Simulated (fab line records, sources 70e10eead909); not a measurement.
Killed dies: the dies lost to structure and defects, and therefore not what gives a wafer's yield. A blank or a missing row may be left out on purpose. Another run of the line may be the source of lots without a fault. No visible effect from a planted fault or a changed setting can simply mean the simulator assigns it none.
What tool caused it? | flow nand_harc | 12 lots, 36 wafers sampled, at 6 steps of a route of 1302

== WHAT EACH GAUGE READ, for each wafer ==
NHARC_P_GATE_INSPECT_28.
lot  | measured     | on                | raw_defect_count
L703 | day 5 08:11  | defect_inspect-01 | 20 9 10
L706 | day 6 12:48  | defect_inspect-01 | 6 6 7
L707 | day 6 18:32  | defect_inspect-01 | 9 7 3
L711 | day 8 11:07  | defect_inspect-01 | 10 11 5
L712 | day 9 07:35  | defect_inspect-01 | 908 954 926 912 960 930
L713 | day 9 11:58  | defect_inspect-01 | 951 901 965 937 903 965
L719 | day 11 19:44 | defect_inspect-02 | 5 11 9
L720 | day 12 09:31 | defect_inspect-02 | 6 4 7
L721 | day 12 15:20 | defect_inspect-01 | 17 9 15
L722 | day 13 05:55 | defect_inspect-02 | 12 5 6
L724 | day 13 21:31 | defect_inspect-02 | 6 7 4
L725 | day 14 06:14 | defect_inspect-01 | 27 12 16

NHARC_END_SORT_01.
lot  | measured     | on        | defect_limited_yield (%) | killed_at_array | killed_at_other | killed_at_periphery | killed_dies | killed_open | killed_short
L706 | day 25 17:55 | prober-02 | 90.7 92.5 92.9           | 58 45 40        | 2 2 4           | 3 4 4               | 63 51 48    | 2 2 4       | 5 2 3
L711 | day 27 17:02 | prober-02 | 89.4 85.8 88.6           | 65 80 75        | 0 2 0           | 7 14 2              | 72 96 77    | 1 7 3       | 2 3 2

== TOOL THAT RAN EACH LOT (tool first, then ch and the chambers of the sampled wafers, then the start) ==
lot  | NHARC_P_STI_ETCH_42                | NHARC_P_STI_ETCH_15              | NHARC_P_GATE_HM_DEP_102       | NHARC_P_GATE_ETCH_104
L703 | rie_diel-11 ch 0,1,2, day 2 22:19  | rie_si-06 ch 1,2, day 2 22:29    | acl_dep-02 ch 0, day 5 07:02  | rie_diel-05 ch 0,1, day 5 08:20
L706 | rie_diel-02 ch 0,1,3, day 4 01:13  | rie_si-01 ch 1,3, day 4 01:25    | acl_dep-02 ch 0, day 6 11:20  | rie_diel-05 ch 0,1,2, day 6 12:57
L707 | rie_diel-01 ch 0,1,2, day 4 11:11  | rie_si-01 ch 0,1,3, day 4 11:22  | acl_dep-03 ch 0, day 6 17:05  | rie_diel-10 ch 0,1,2, day 6 18:41
L711 | rie_diel-02 ch 0,1, day 6 05:18    | rie_si-04 ch 2,3, day 6 05:31    | acl_dep-02 ch 0, day 8 09:46  | rie_diel-10 ch 0,3, day 8 11:15
L712 | rie_diel-02 ch 0,1,2, day 6 14:30  | rie_si-01 ch 0,1,2, day 6 14:43  | acl_dep-03 ch 0, day 9 06:19  | -
L713 | rie_diel-01 ch 0,1, day 7 00:50    | rie_si-01 ch 0,1, day 7 01:01    | acl_dep-03 ch 0, day 9 10:31  | -
L719 | rie_diel-11 ch 2,3, day 9 11:52    | rie_si-04 ch 1,2, day 9 12:05    | acl_dep-03 ch 0, day 11 18:16 | rie_diel-09 ch 2,3, day 11 19:53
L720 | rie_diel-02 ch 1,2, day 9 21:48    | rie_si-01 ch 1,2, day 9 22:02    | acl_dep-02 ch 0, day 12 08:16 | rie_diel-05 ch 0,2,3, day 12 09:40
L721 | rie_diel-11 ch 1,2,3, day 10 07:49 | rie_si-06 ch 0,1, day 10 08:00   | acl_dep-03 ch 0, day 12 14:06 | rie_diel-10 ch 1,3, day 12 15:29
L722 | rie_diel-11 ch 0,1,3, day 10 22:30 | rie_si-01 ch 2,3, day 10 22:41   | acl_dep-03 ch 0, day 13 04:33 | rie_diel-10 ch 0,1, day 13 06:04
L724 | rie_diel-01 ch 0,1,3, day 11 13:16 | rie_si-01 ch 0,1,2, day 11 13:28 | acl_dep-02 ch 0, day 13 20:23 | rie_diel-09 ch 0,1,3, day 13 21:40
L725 | rie_diel-11 ch 1,2,3, day 12 01:32 | rie_si-06 ch 0,1,2, day 12 01:43 | acl_dep-01 ch 0, day 14 04:47 | rie_diel-10 ch 0,1,2, day 14 06:23
- NHARC_P_STI_ETCH_42: etches the open film in N2/H2, target depth 80 nm, overetch 24 nm, time 61 s.
- NHARC_P_STI_ETCH_15: etches the open film in HBr/Cl2, target depth 300 nm, time 100.1 s.
- NHARC_P_GATE_HM_DEP_102: deposits aC, target thk 120 nm.
- NHARC_P_GATE_ETCH_104: etches the open film in CF4/CHF3, target depth 60 nm.

== AS READ BY THE TOOLS THEMSELVES (means over the sampled wafers that have a number; for cases with no such wafer, the mark the record gives instead) ==
NHARC_P_STI_ETCH_42.
lot  | tool        | drypump_motor_current_A (A) | oes_product_au (a.u.) | rf_vpp_V (V) | showerhead_plenum_p_Torr (Torr) | throttle_valve_pct (%)
L703 | rie_diel-11 | 5.7                         | 1.002                 | 430.0        | 2.05                            | 14.181
L706 | rie_diel-02 | 5.7                         | 0.991                 | 428.0        | 2.02                            | 14.182
L707 | rie_diel-01 | 5.7                         | 1.000                 | 429.0        | 1.99                            | 14.170
L711 | rie_diel-02 | 5.7                         | 0.990                 | 427.9        | 1.93                            | 14.170
L712 | rie_diel-02 | 5.6                         | 0.985                 | 430.2        | 2.01                            | 14.176
L713 | rie_diel-01 | 6.0                         | 1.027                 | 428.9        | 2.00                            | 14.174
L719 | rie_diel-11 | 5.3                         | 0.988                 | 429.0        | 2.00                            | 14.162
L720 | rie_diel-02 | 5.9                         | 1.003                 | 429.3        | 1.98                            | 14.172
L721 | rie_diel-11 | 5.6                         | 0.993                 | 429.4        | 2.01                            | 14.170
L722 | rie_diel-11 | 5.7                         | 1.000                 | 430.2        | 2.02                            | 14.171
L724 | rie_diel-01 | 5.7                         | 1.020                 | 431.6        | 2.06                            | 14.167
L725 | rie_diel-11 | 5.6                         | 0.989                 | 429.3        | 2.01                            | 14.169

NHARC_P_STI_ETCH_15.
lot  | tool      | drypump_motor_current_A (A) | oes_product_au (a.u.) | throttle_valve_pct (%)
L703 | rie_si-06 | 5.7                         | 0.993                 | 26.404
L706 | rie_si-01 | 5.8                         | 0.996                 | 26.400
L707 | rie_si-01 | 5.8                         | 0.996                 | 26.400
L711 | rie_si-04 | 5.6                         | 0.999                 | 26.398
L712 | rie_si-01 | 5.6                         | 1.002                 | 26.405
L713 | rie_si-01 | 5.6                         | 0.987                 | 26.400
L719 | rie_si-04 | 5.6                         | 0.994                 | 26.413
L720 | rie_si-01 | 5.6                         | 0.984                 | 26.411
L721 | rie_si-06 | 5.7                         | 0.998                 | 26.401
L722 | rie_si-01 | 6.1                         | 1.005                 | 26.399
L724 | rie_si-01 | 5.6                         | 1.000                 | 26.409
L725 | rie_si-06 | 5.4                         | 0.998                 | 26.392

NHARC_P_GATE_HM_DEP_102.
lot  | tool       | throttle_valve_pct (%)
L703 | acl_dep-02 | 35.011
L706 | acl_dep-02 | 35.008
L707 | acl_dep-03 | 35.009
L711 | acl_dep-02 | 35.002
L712 | acl_dep-03 | 34.999
L713 | acl_dep-03 | 35.001
L719 | acl_dep-03 | 34.999
L720 | acl_dep-02 | 34.989
L721 | acl_dep-03 | 34.998
L722 | acl_dep-03 | 35.000
L724 | acl_dep-02 | 35.004
L725 | acl_dep-01 | 34.996

NHARC_P_GATE_ETCH_104.
lot  | tool        | drypump_motor_current_A (A) | oes_product_au (a.u.) | rf_vpp_V (V) | showerhead_plenum_p_Torr (Torr) | throttle_valve_pct (%)
L703 | rie_diel-05 | 6.1                         | 0.976                 | 370.0        | 1.57                            | 16.804
L706 | rie_diel-05 | 6.0                         | 0.977                 | 372.1        | 1.60                            | 16.802
L707 | rie_diel-10 | 5.1                         | 0.971                 | 370.2        | 1.56                            | 16.796
L711 | rie_diel-10 | 5.3                         | 0.977                 | 369.2        | 1.52                            | 16.798
L719 | rie_diel-09 | 5.4                         | 0.963                 | 369.4        | 1.52                            | 16.805
L720 | rie_diel-05 | 6.3                         | 0.961                 | 370.2        | 1.57                            | 16.803
L721 | rie_diel-10 | 5.0                         | 0.918                 | 371.0        | 1.57                            | 16.792
L722 | rie_diel-10 | 5.0                         | 0.963                 | 369.8        | 1.53                            | 16.799
L724 | rie_diel-09 | 5.4                         | 0.982                 | 371.4        | 1.57                            | 16.791
L725 | rie_diel-10 | 5.1                         | 0.976                 | 370.1        | 1.56                            | 16.800

== THE ANSWER, worked out from the rows above alone ==
Rule: the usual values come from the lots themselves. The widest of any qualifying gaps counts: lots, ordered by their means at a reading, are off when they make up no more than a third of the lots, leave a main group of 4 or more, and stand apart from it by 3 or more times the standard deviation of that group's means. The tables above print the reading to a certain number of digits; a main group whose means all agree to those digits is not used. A lot without any number at a reading at which 4 lots or more have one is off too. Any other lot the step has rows for is counted as sound. First the gauges in route order, then the tools' own readings, where a lot's mean is used as printed above. The first step at which some lot is off is used, and at that step the reading that is off furthest; a lot without a number counts as furthest.
Off: L712, L713 (NHARC_P_GATE_INSPECT_28, raw_defect_count). The main group: mean 9, standard deviation 4.
A tool fits if, at a process step before that reading, it ran every lot that is off, and no sound lot after the first of them. The gauges at NHARC_P_GATE_INSPECT_28 are tried like those tools. Not one of the candidates tried fits.

== WHAT WAS PUT IN BY THE SIMULATOR ==
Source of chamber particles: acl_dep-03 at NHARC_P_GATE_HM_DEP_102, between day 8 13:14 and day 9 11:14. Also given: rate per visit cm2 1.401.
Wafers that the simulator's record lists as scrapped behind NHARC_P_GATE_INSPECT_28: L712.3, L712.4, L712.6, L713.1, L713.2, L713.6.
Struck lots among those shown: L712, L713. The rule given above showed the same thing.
